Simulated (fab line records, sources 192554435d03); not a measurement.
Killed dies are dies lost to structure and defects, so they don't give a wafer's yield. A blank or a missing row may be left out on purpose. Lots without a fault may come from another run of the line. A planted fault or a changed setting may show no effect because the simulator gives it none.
Which tool did it? | flow n5_finfet | 24 lots, 72 wafers sampled, at 4 steps of a route of 1938

WHAT THE GAUGES READ, wafer by wafer
N5_BEOL_M7_OVL_MEAS_12. Usual: M7_OVL -0.2 nm, standard deviation 0.73.
lot  | measured     | on         | M7_OVL (nm)    | flag
L074 | day 8 15:30  | overlay-01 | 1.2 -0.4 0.6   |
L075 | day 8 21:19  | overlay-01 | 0.0 -0.9 0.6   |
L077 | day 9 06:37  | overlay-02 | -0.2 -1.2 -0.8 |
L076 | day 9 10:06  | overlay-01 | -0.4 0.1 -0.3  |
L078 | day 9 10:16  | overlay-02 | -0.1 0.2 0.0   |
L080 | day 9 18:47  | overlay-01 | 0.3 1.0 0.1    |
L079 | day 10 02:02 | overlay-01 | -1.2 -1.3 -1.2 |
L081 | day 10 19:07 | overlay-01 | -0.1 -1.4 -0.2 |
L082 | day 10 19:17 | overlay-01 | -1.0 -0.5 -0.6 |
L083 | day 11 00:55 | overlay-02 | -1.0 -1.0 -0.3 |
L084 | day 11 14:40 | overlay-02 | -0.9 -1.4 -2.0 |
L085 | day 11 15:11 | overlay-02 | 0.3 0.3 -0.1   |
L086 | day 11 19:02 | overlay-01 | 0.5 0.0 0.1    |
L087 | day 12 02:26 | overlay-01 | -0.8 -0.2 -0.2 |
L089 | day 12 05:52 | overlay-02 | 0.0 -0.6 0.4   |
L088 | day 12 12:56 | overlay-01 | 0.0 -1.2 -0.4  |
L090 | day 12 20:02 | overlay-01 | 0.3 0.7 0.6    |
L091 | day 12 21:14 | overlay-01 | -0.2 -1.2 -0.9 |
L092 | day 13 14:53 | overlay-01 | 0.5 0.6 0.5    |
L093 | day 13 16:27 | overlay-01 | -0.9 -0.4 -1.8 |
L094 | day 13 19:20 | overlay-02 | 0.8 1.2 1.2    |
L095 | day 14 13:34 | overlay-01 | 0.5 1.0 0.4    |
L096 | day 14 13:55 | overlay-01 | 0.1 0.6 0.6    |
L097 | day 14 15:40 | overlay-01 | -1.5 0.2 -0.4  |

N5_BEOL_M7_CD_MEAS_18: pitch 80 nm, target cd 40 nm. Usual: cd_nm 40.2 nm, standard deviation 0.68.
lot  | measured     | on        | cd_nm (nm)     | flag
L074 | day 8 16:11  | cd_sem-01 | 40.4 39.4 39.0 |
L075 | day 8 21:56  | cd_sem-01 | 41.2 40.0 39.0 |
L077 | day 9 07:14  | cd_sem-02 | 39.3 39.0 39.6 |
L076 | day 9 10:46  | cd_sem-01 | 40.6 39.3 39.9 |
L078 | day 9 10:49  | cd_sem-02 | 40.4 41.0 40.6 |
L080 | day 9 19:26  | cd_sem-02 | 40.7 40.5 40.7 |
L079 | day 10 02:34 | cd_sem-01 | 39.3 40.1 40.1 |
L081 | day 10 19:40 | cd_sem-02 | 41.0 40.2 40.6 |
L082 | day 10 19:48 | cd_sem-03 | 40.2 39.6 40.2 |
L083 | day 11 01:26 | cd_sem-02 | 39.5 39.2 40.3 |
L084 | day 11 15:16 | cd_sem-02 | 39.9 41.4 39.0 |
L085 | day 11 15:44 | cd_sem-02 | 40.2 39.9 40.1 |
L086 | day 11 19:33 | cd_sem-01 | 40.1 40.7 40.5 |
L087 | day 12 03:10 | cd_sem-02 | 40.3 39.1 39.7 |
L089 | day 12 06:30 | cd_sem-02 | 39.9 40.4 39.9 |
L088 | day 12 13:27 | cd_sem-01 | 39.8 40.1 40.4 |
L090 | day 12 20:38 | cd_sem-03 | 40.3 40.1 39.5 |
L091 | day 12 21:48 | cd_sem-03 | 40.1 40.7 40.2 |
L092 | day 13 15:47 | cd_sem-02 | 41.3 41.1 42.7 |
L093 | day 13 17:08 | cd_sem-03 | 41.1 40.7 40.4 |
L094 | day 13 20:08 | cd_sem-03 | 39.5 40.5 39.8 |
L095 | day 14 14:11 | cd_sem-01 | 41.0 39.8 39.8 |
L096 | day 14 14:29 | cd_sem-03 | 39.6 39.7 39.4 |
L097 | day 14 16:28 | cd_sem-01 | 40.2 40.4 40.1 |

N5_BEOL_M7_CD_MEAS_35: target cd 40 nm. Usual: cd_nm 40.2 nm, standard deviation 0.71.
lot  | measured     | on        | cd_nm (nm)     | flag
L074 | day 8 18:10  | cd_sem-02 | 40.5 39.4 39.1 |
L075 | day 9 00:38  | cd_sem-01 | 40.9 39.7 39.1 |
L077 | day 9 09:23  | cd_sem-03 | 39.0 39.3 39.6 |
L076 | day 9 13:28  | cd_sem-03 | 40.8 39.5 39.2 |
L078 | day 9 13:03  | cd_sem-01 | 40.3 41.1 40.5 |
L080 | day 9 21:33  | cd_sem-03 | 40.2 40.5 40.6 |
L079 | day 10 04:14 | cd_sem-01 | 39.4 40.3 40.2 |
L081 | day 10 22:33 | cd_sem-03 | 41.4 40.2 40.8 |
L082 | day 10 22:34 | cd_sem-01 | 39.8 39.8 39.9 |
L083 | day 11 02:55 | cd_sem-03 | 39.3 39.3 40.4 |
L084 | day 11 16:38 | cd_sem-01 | 39.8 41.8 38.8 |
L085 | day 11 17:15 | cd_sem-01 | 39.9 40.3 40.1 |
L086 | day 11 20:38 | cd_sem-02 | 39.6 40.5 40.2 |
L087 | day 12 05:19 | cd_sem-01 | 40.5 38.8 40.0 |
L089 | day 12 08:56 | cd_sem-01 | 39.5 40.0 39.7 |
L088 | day 12 15:09 | cd_sem-02 | 39.9 40.1 40.5 |
L090 | day 12 21:41 | cd_sem-01 | 40.7 39.6 39.7 |
L091 | day 12 23:46 | cd_sem-01 | 40.3 41.0 40.5 |
L092 | day 13 17:20 | cd_sem-02 | 41.2 41.3 42.3 |
L093 | day 13 18:44 | cd_sem-02 | 41.6 40.9 40.6 |
L094 | day 13 21:53 | cd_sem-02 | 39.7 40.3 39.9 |
L095 | day 14 15:31 | cd_sem-03 | 41.1 39.8 40.1 |
L096 | day 14 16:02 | cd_sem-03 | 39.3 40.3 40.1 |
L097 | day 14 18:55 | cd_sem-01 | 39.5 40.4 40.1 |

WHICH TOOL RAN EACH LOT (tool, then ch and the chambers of the sampled wafers, then the start)
lot  | N5_BEOL_M7_CURE_74
L074 | uv_cure-03 ch 2, day 8 14:28
L075 | uv_cure-03 ch 2, day 8 19:11
L077 | uv_cure-02 ch 0, day 9 04:36
L076 | uv_cure-03 ch 2, day 9 08:19
L078 | uv_cure-02 ch 2, day 9 08:34
L080 | uv_cure-02 ch 1, day 9 16:26
L079 | uv_cure-02 ch 2, day 9 23:22
L081 | uv_cure-03 ch 1, day 10 17:38
L082 | uv_cure-02 ch 1, day 10 17:59
L083 | uv_cure-02 ch 1, day 10 23:34
L084 | uv_cure-03 ch 0, day 11 10:40
L085 | uv_cure-02 ch 1, day 11 11:11
L086 | uv_cure-01 ch 1, day 11 17:48
L087 | uv_cure-01 ch 0, day 11 23:56
L089 | uv_cure-03 ch 0, day 12 03:13
L088 | uv_cure-02 ch 1, day 12 11:37
L090 | uv_cure-03 ch 2, day 12 18:31
L091 | uv_cure-01 ch 2, day 12 19:33
L092 | uv_cure-03 ch 2, day 13 12:22
L093 | uv_cure-01 ch 2, day 13 15:04
L094 | uv_cure-03 ch 0, day 13 16:59
L095 | uv_cure-02 ch 0, day 14 12:35
L096 | uv_cure-01 ch 2, day 14 12:56
L097 | uv_cure-02 ch 2, day 14 14:22
- N5_BEOL_M7_CURE_74: cures SiCOH lowk, time 240 s.

WHAT THE TOOLS THEMSELVES READ (means of the sampled wafers that have a number; where no wafer has one, the mark that the record gives instead)
N5_BEOL_M7_CURE_74. Usual: lamp_power_pct 52.32 %, standard deviation 0.054; wafer_temp_C_max 386.5, standard deviation 0.59.
lot  | tool       | lamp_power_pct (%) | wafer_temp_C_max | flag
L074 | uv_cure-03 | 52.29              | 386.0            |
L075 | uv_cure-03 | 52.31              | 386.2            |
L077 | uv_cure-02 | 52.34              | 386.1            |
L076 | uv_cure-03 | 52.34              | 385.9            |
L078 | uv_cure-02 | 52.34              | 386.3            |
L080 | uv_cure-02 | 52.35              | 386.7            |
L079 | uv_cure-02 | 52.32              | 386.8            |
L081 | uv_cure-03 | 52.32              | 386.2            |
L082 | uv_cure-02 | 52.31              | 386.3            |
L083 | uv_cure-02 | 52.32              | 386.3            |
L084 | uv_cure-03 | 52.32              | 386.1            |
L085 | uv_cure-02 | 52.33              | 386.2            |
L086 | uv_cure-01 | 52.35              | 387.6            |
L087 | uv_cure-01 | 52.27              | 386.9            |
L089 | uv_cure-03 | 52.37              | 386.0            |
L088 | uv_cure-02 | 52.41              | 386.5            |
L090 | uv_cure-03 | 52.29              | 386.5            |
L091 | uv_cure-01 | 52.34              | 387.6            |
L092 | uv_cure-03 | 52.35              | 386.1            |
L093 | uv_cure-01 | 52.35              | 387.8            |
L094 | uv_cure-03 | 52.27              | 386.0            |
L095 | uv_cure-02 | 52.31              | 386.1            |
L096 | uv_cure-01 | 52.28              | 387.4            |
L097 | uv_cure-02 | 52.30              | 386.6            |

THE ANSWER, worked out from the rows above alone
Rule: a lot is off if the mean of its wafers that have a number lies more than 3 standard deviations from the usual mean. A lot without any number at a reading at which 4 lots or more have one is off too. The other lots that the step has rows for count as sound. The gauges are gone through in route order, then the tools' own readings, and for those a lot's mean is taken as printed above. The first step at which some lot is off is used, and at that step the reading that is off furthest; a lot without a number counts as furthest.
No lot is off at any reading shown: from this, nothing can be told.

WHAT THE SIMULATOR HAD PUT IN
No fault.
